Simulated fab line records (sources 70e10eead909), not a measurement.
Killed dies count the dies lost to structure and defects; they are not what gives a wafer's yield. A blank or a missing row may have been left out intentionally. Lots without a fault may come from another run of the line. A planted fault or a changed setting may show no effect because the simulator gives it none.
Matching of chambers / flow nand harc / NHARC_THIN_TSV_CMP_21 on cmp-03: 4 sister chambers
The step polishes, t overpolish 30 s, target thk 2000 nm. 4 wafers are shown with their chamber, then 8 later ones without.

EACH WAFER AND ITS CHAMBER
wafer=L898.1; chamber=2; motor current A (A)=11.4
wafer=L901.2; chamber=1; motor current A (A)=13.7
wafer=L900.6; chamber=0; motor current A (A)=14.8
wafer=L902.2; chamber=3; motor current A (A)=12.7

WAFERS WITH NO CHAMBER GIVEN
wafer=L902.3; motor current A (A)=12.0
wafer=L902.4; motor current A (A)=13.4
wafer=L909.1; motor current A (A)=11.4
wafer=L909.2; motor current A (A)=12.5
wafer=L909.3; motor current A (A)=14.0
wafer=L918.1; motor current A (A)=15.4
wafer=L918.2; motor current A (A)=13.1
wafer=L918.3; motor current A (A)=12.0

THE CHAMBER EACH PASSED THROUGH
wafer=L902.3; from the rows above=can't be placed: 2 or 3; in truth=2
wafer=L902.4; from the rows above=can't be placed: 1 or 3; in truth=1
wafer=L909.1; from the rows above=2; in truth=2
wafer=L909.2; from the rows above=3; in truth=3
wafer=L909.3; from the rows above=can't be placed: 1 or 0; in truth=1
wafer=L918.1; from the rows above=0; in truth=0
wafer=L918.2; from the rows above=can't be placed: 3 or 1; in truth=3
wafer=L918.3; from the rows above=can't be placed: 2 or 3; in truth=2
3 of 8 placed correctly. Can't be placed from these rows: 5 (the true chamber is among the candidates in 5). Number placed wrongly: 0.
How it was worked out, from the rows above alone: a wafer's distance from a chamber is the root of the sum, over the readings, of the square of ((its reading less the chamber's mean) divided by the reading's scatter). The wafer belongs to the nearest chamber; if the next one is less than 2 further off, it can't be placed. A chamber's mean is the mean of its shown wafers. The scatter (one wafer shown for each chamber): square how far every hidden wafer sits from the nearest shown wafer, average those squares and take the square root.
